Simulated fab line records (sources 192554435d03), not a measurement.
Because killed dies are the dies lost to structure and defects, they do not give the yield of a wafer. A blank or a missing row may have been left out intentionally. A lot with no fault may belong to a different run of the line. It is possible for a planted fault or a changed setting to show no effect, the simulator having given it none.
Which tool did it? :: flow n5_finfet :: 11 lots with 33 wafers sampled at 3 steps, on a route of 1938 steps

WHAT EACH GAUGE READ, for each wafer
N5_SDB_THK_MEAS_31.
lot: L076
measured: day 4 08:44
on: film_metro-02
SDB_THK (nm): 63.8 63.9 63.9

lot: L077
measured: day 4 17:06
on: film_metro-02
SDB_THK (nm): 63.0 63.0 63.4

lot: L080
measured: day 5 15:58
on: film_metro-01
SDB_THK (nm): 65.9 66.1 64.7

lot: L082
measured: day 5 20:40
on: film_metro-01
SDB_THK (nm): 66.2 63.8 64.2

lot: L084
measured: day 6 11:13
on: film_metro-02
SDB_THK (nm): 64.3 63.9 64.2

lot: L086
measured: day 7 05:23
on: film_metro-02
SDB_THK (nm): 64.8 64.1 64.8

lot: L088
measured: day 7 11:07
on: film_metro-02
SDB_THK (nm): 63.7 63.9 63.5

lot: L090
measured: day 7 22:15
on: film_metro-02
SDB_THK (nm): 64.9 62.9 63.4

lot: L092
measured: day 8 08:47
on: film_metro-02
SDB_THK (nm): 63.7 64.2 63.2

lot: L094
measured: day 9 00:11
on: film_metro-02
SDB_THK (nm): 65.3 65.4 64.4

lot: L096
measured: day 9 16:35
on: film_metro-02
SDB_THK (nm): 64.9 66.0 63.6

TOOL THAT RAN EACH LOT (tool first, then ch and the chambers of the sampled wafers, then the start)
lot: L076
N5_ILD0_CMP_07: cmp-01 ch 0,1,3, day 4 00:47
N5_ILD0_ALD_15: ald_sin-02 ch 0,2, day 4 01:48

lot: L077
N5_ILD0_CMP_07: cmp-02 ch 0,3, day 4 09:11
N5_ILD0_ALD_15: ald_sin-01 ch 0,1,3, day 4 10:10

lot: L080
N5_ILD0_CMP_07: cmp-03 ch 2,3, day 5 05:05
N5_ILD0_ALD_15: ald_sin-01 ch 0,1,2, day 5 07:52

lot: L082
N5_ILD0_CMP_07: cmp-03 ch 1,3, day 5 12:19
N5_ILD0_ALD_15: ald_sin-01 ch 1,2,3, day 5 13:26

lot: L084
N5_ILD0_CMP_07: cmp-03 ch 0,1,3, day 6 03:01
N5_ILD0_ALD_15: ald_sin-02 ch 0,1,2, day 6 04:22

lot: L086
N5_ILD0_CMP_07: cmp-03 ch 0,1,2, day 6 21:38
N5_ILD0_ALD_15: ald_sin-02 ch 0,2,3, day 6 22:35

lot: L088
N5_ILD0_CMP_07: cmp-02 ch 0,2, day 7 02:29
N5_ILD0_ALD_15: ald_sin-04 ch 0,1,2, day 7 03:48

lot: L090
N5_ILD0_CMP_07: cmp-02 ch 0,2,3, day 7 13:53
N5_ILD0_ALD_15: ald_sin-01 ch 1,2,3, day 7 15:04

lot: L092
N5_ILD0_CMP_07: cmp-01 ch 1,2,3, day 8 00:43
N5_ILD0_ALD_15: ald_sin-02 ch 1,2,3, day 8 01:38

lot: L094
N5_ILD0_CMP_07: cmp-03 ch 0,1,3, day 8 15:41
N5_ILD0_ALD_15: ald_sin-01 ch 0,2,3, day 8 16:57

lot: L096
N5_ILD0_CMP_07: cmp-02 ch 2,3, day 9 07:59
N5_ILD0_ALD_15: ald_sin-02 ch 0,1, day 9 09:05
- N5_ILD0_CMP_07: polishes SiO2 flowable, stops on poly-Si, t overpolish 1.18 s, target thk 138.88 nm.
- N5_ILD0_ALD_15: deposits SiNx, target thk 24 nm, pulse time 1 s, ald cycles 480.

THE ANSWER, worked out from the rows above alone
Rule: usual is defined by the lots themselves. Put in order of their means at a reading, lots are off if they are a third of the lots or fewer, leave a main group of 4 or more, and stand apart from it by a gap of 3 or more times the standard deviation of the main group's means; of several such gaps the widest counts. A main group whose means are all the same, to the digits that the tables above print for the reading, isn't used. Also off: a lot with no number at a reading for which 4 or more lots have one. The other lots that the step has rows for count as sound.
No lot is off at any reading shown: from this, nothing can be told.

WHAT WAS PUT IN BY THE SIMULATOR
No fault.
